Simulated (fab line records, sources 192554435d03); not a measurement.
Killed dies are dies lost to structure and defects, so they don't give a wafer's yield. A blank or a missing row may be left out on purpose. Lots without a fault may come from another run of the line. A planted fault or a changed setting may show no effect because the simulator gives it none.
Split-lot experiment | flow n5_finfet | 7 lots, 21 wafers read, on a route of 1938 steps

THE SPLIT
At N5_BEOL_M2_ILD_DEP_00 (deposits SiOC from DEMS/O2, target thk 79 nm, time 15.3 s), the setting time_s was moved away from the recipe's 15.3 s on 7 of the 21 wafers read, by -10.3% to +14.1%. The other wafers ran this setting at the recipe's value.

The file shows no step between the split and the reading.

THE READING
M2_ILD_THK, in nm, at N5_BEOL_M2_THK_MEAS_01. Fault-free wafers of this fab line usually give 79.1 nm, standard deviation 1.3 nm.

wafer  | tool, chamber at the split | time_s as run, s | against the recipe | M2_ILD_THK, nm | against lot-mates on the recipe
L075.2 | pecvd-01, 0                | 15.3             | recipe             | 77.8           | -
L075.4 | pecvd-01, 2                | 15.3             | recipe             | 78.8           | -
L075.5 | pecvd-01, 2                | 15.3             | recipe             | 80.1           | -
L078.1 | pecvd-02, 1                | 17.46            | +14.1%             | 86.9           | +7.6
L078.3 | pecvd-02, 2                | 17.46            | +14.1%             | 89.1           | +9.8
L078.5 | pecvd-02, 0                | 15.3             | recipe             | 79.3           | -
L081.2 | pecvd-02, 2                | 15.3             | recipe             | 79.3           | -
L081.5 | pecvd-02, 0                | 15.3             | recipe             | 79.8           | -
L081.6 | pecvd-02, 2                | 15.3             | recipe             | 80.4           | -
L077.4 | pecvd-02, 2                | 14.25            | -6.9%              | 74.8           | no lot-mate on the recipe
L077.5 | pecvd-02, 1                | 14.25            | -6.9%              | 72.8           | no lot-mate on the recipe
L077.6 | pecvd-02, 0                | 14.25            | -6.9%              | 74.1           | no lot-mate on the recipe
L082.1 | pecvd-02, 1                | 15.3             | recipe             | 77.5           | -
L082.4 | pecvd-02, 0                | 15.3             | recipe             | 79.0           | -
L082.5 | pecvd-02, 1                | 15.3             | recipe             | 78.1           | -
L084.2 | pecvd-01, 2                | 15.3             | recipe             | 78.8           | -
L084.3 | pecvd-01, 0                | 15.3             | recipe             | 77.7           | -
L084.6 | pecvd-01, 2                | 15.3             | recipe             | 79.4           | -
L086.1 | pecvd-01, 2                | 13.72            | -10.3%             | 70.2           | -9.5
L086.2 | pecvd-01, 1                | 15.3             | recipe             | 79.7           | -
L086.3 | pecvd-01, 0                | 13.72            | -10.3%             | 69.6           | -10.1

THE FIT
A straight line over all 21 wafers: M2_ILD_THK changes by +0.721 nm for each +1% of time_s; r = +0.97; the points scatter about the line by 1.1 nm.
The same after taking each lot's own level away (the mean of its wafers on the recipe; 18 wafers): +0.738 nm for each +1%; r = +0.97; scatter 1.1 nm.
On that fit, the largest move of time_s shifts the reading by 10 nm.
The lots' own levels span 78.20 to 79.83 nm, that is 1.3 times the standard deviation above.
So the lot-to-lot level changes the slope little: the two slopes agree.
Check: with one of the wafers moved furthest among these (+14.1%) left out of the fit, the line predicts +11.3 nm for it against its lot-mates. It came out at +7.6 nm against them.

OTHER SPLITS ON THESE WAFERS
These wafers also went through other splits before the reading. Each is held against what the fit with the lots' levels taken away leaves over:
other split on the same wafers    | wafers away from the commonest value | r with M2_ILD_THK (lot level and that fit taken away)
N5_BEOL_M0_SAQP_EXPOSE_37 dose_mj | 10                                   | +0.36
N5_BEOL_M1_ILD_DEP_00 time_s      | 6                                    | +0.05
N5_BEOL_M1_PECVD_72 temp_c        | 5                                    | -0.01
N5_BEOL_M1_TRENCH_ETCH_37 time_s  | 8                                    | +0.04

THE WHOLE CHAIN: every reading that the file lists as answering this split, in the file's order
step                   | what it does                                              | reading                                                                            | change (the file's fit)               | r (the file's)
N5_BEOL_M2_ILD_DEP_00  | deposits SiOC from DEMS/O2, target thk 79 nm, time 15.3 s | SiOC_of_BEOL_M2_ILD_DEP_00.thk_nm (the simulator's own value, which no gauge read) | +0.745 nm for each +1% of the setting | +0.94
N5_BEOL_M2_THK_MEAS_01 |                                                           | M2_ILD_THK                                                                         | +0.735 for each +1% of the setting    | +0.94

THE FILE'S OWN FIT
M2_ILD_THK changes by +0.735 nm for each +1% of time_s, r = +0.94.
